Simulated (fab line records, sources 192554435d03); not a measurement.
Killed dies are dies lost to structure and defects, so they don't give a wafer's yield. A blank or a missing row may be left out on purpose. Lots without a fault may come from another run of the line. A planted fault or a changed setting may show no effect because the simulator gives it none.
Chamber matching | flow n5_finfet | N5_BEOL_M5_CO_CAP_78 on cvd_co-01: 3 sister chambers
The step material Co, precursor CCTBA/H2, target thk 2 nm, time 102.1 s. 6 wafers are shown with their chamber, then 12 later ones without.

WAFERS WITH THEIR CHAMBER
wafer  | chamber | heater_power_w (W)
L087.6 | 2       | 190
L090.3 | 2       | 190
L088.3 | 1       | 267
L089.1 | 0       | 256
L089.4 | 0       | 261
L089.5 | 1       | 260

WAFERS WITHOUT THEIR CHAMBER
wafer  | heater_power_w (W)
L091.2 | 257
L091.3 | 259
L091.6 | 260
L092.1 | 192
L092.2 | 259
L092.3 | 261
L094.1 | 183
L094.5 | 258
L094.6 | 188
L096.2 | 260
L096.4 | 190
L096.6 | 269

WHICH CHAMBER EACH WENT THROUGH
wafer  | from the rows above     | in truth
L091.2 | can't be placed: 0 or 1 | 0
L091.3 | can't be placed: 0 or 1 | 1
L091.6 | can't be placed: 0 or 1 | 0
L092.1 | 2                       | 2
L092.2 | can't be placed: 0 or 1 | 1
L092.3 | can't be placed: 0 or 1 | 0
L094.1 | 2                       | 2
L094.5 | can't be placed: 0 or 1 | 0
L094.6 | 2                       | 2
L096.2 | can't be placed: 0 or 1 | 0
L096.4 | 2                       | 2
L096.6 | can't be placed: 1 or 0 | 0
Placed correctly: 4 of 12. Can't be placed from these rows: 8 (the true chamber is among the candidates in 8). Placed wrongly: 0.
How it was worked out, from the rows above alone: a wafer's distance from a chamber is the root of the sum, over the readings, of the square of ((its reading less the chamber's mean) divided by the reading's scatter). The wafer belongs to the nearest chamber; if the next one is less than 2 further off, it can't be placed. A chamber's mean is the mean of its shown wafers. The scatter: the root of (the sum of the squares of (reading less its chamber's mean) over the shown wafers, divided by (wafers less chambers)).
